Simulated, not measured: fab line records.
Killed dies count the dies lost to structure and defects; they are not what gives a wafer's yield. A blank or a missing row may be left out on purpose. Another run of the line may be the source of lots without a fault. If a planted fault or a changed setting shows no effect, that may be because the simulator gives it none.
Chamber matching + flow n5-finfet + rie-diel-03 running N5_BEOL_M3_STRIP_66: 4 sister chambers
The step strips in CF4. 4 wafers are shown with their chamber, then 10 later ones without.

## EACH WAFER AND ITS CHAMBER
| wafer  | chamber | drypump-motor-current-A (A) |
|--------|---------|-----------------------------|
| L088.4 | 0       | 4.9                         |
| L090.6 | 2       | 6.1                         |
| L091.2 | 1       | 6.0                         |
| L091.5 | 3       | 6.3                         |

## WAFERS WITH NO CHAMBER GIVEN
| wafer  | drypump-motor-current-A (A) |
|--------|-----------------------------|
| L091.6 | 6.2                         |
| L092.3 | 6.1                         |
| L092.5 | 6.1                         |
| L092.6 | 6.0                         |
| L093.2 | 6.3                         |
| L093.3 | 6.1                         |
| L093.4 | 4.9                         |
| L095.2 | 6.0                         |
| L095.5 | 4.9                         |
| L095.6 | 6.3                         |

## WHICH CHAMBER EACH ONE RAN IN
| wafer  | from the rows above     | in truth                   |
|--------|-------------------------|----------------------------|
| L091.6 | can't be placed: 3 or 2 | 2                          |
| L092.3 | 2                       | 2                          |
| L092.5 | 2                       | 2                          |
| L092.6 | 1                       | 1                          |
| L093.2 | 3                       | 3                          |
| L093.3 | 2                       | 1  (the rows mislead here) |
| L093.4 | 0                       | 0                          |
| L095.2 | 1                       | 1                          |
| L095.5 | 0                       | 0                          |
| L095.6 | 3                       | 3                          |
Correct placement for 8 of the 10. Unplaceable from these rows: 1, with the true chamber sitting among the candidates in 1. Number placed wrongly: 1.
How it was worked out, from the rows above alone: a wafer's distance from a chamber is the root of the sum, over the readings, of the square of ((its reading less the chamber's mean) divided by the reading's scatter). The wafer belongs to the nearest chamber; if the next one is less than 2 further off, it can't be placed. A chamber's mean is the mean of its shown wafers. The scatter: root of mean squared gap, hidden wafer to nearest shown wafer, with one shown wafer a chamber.
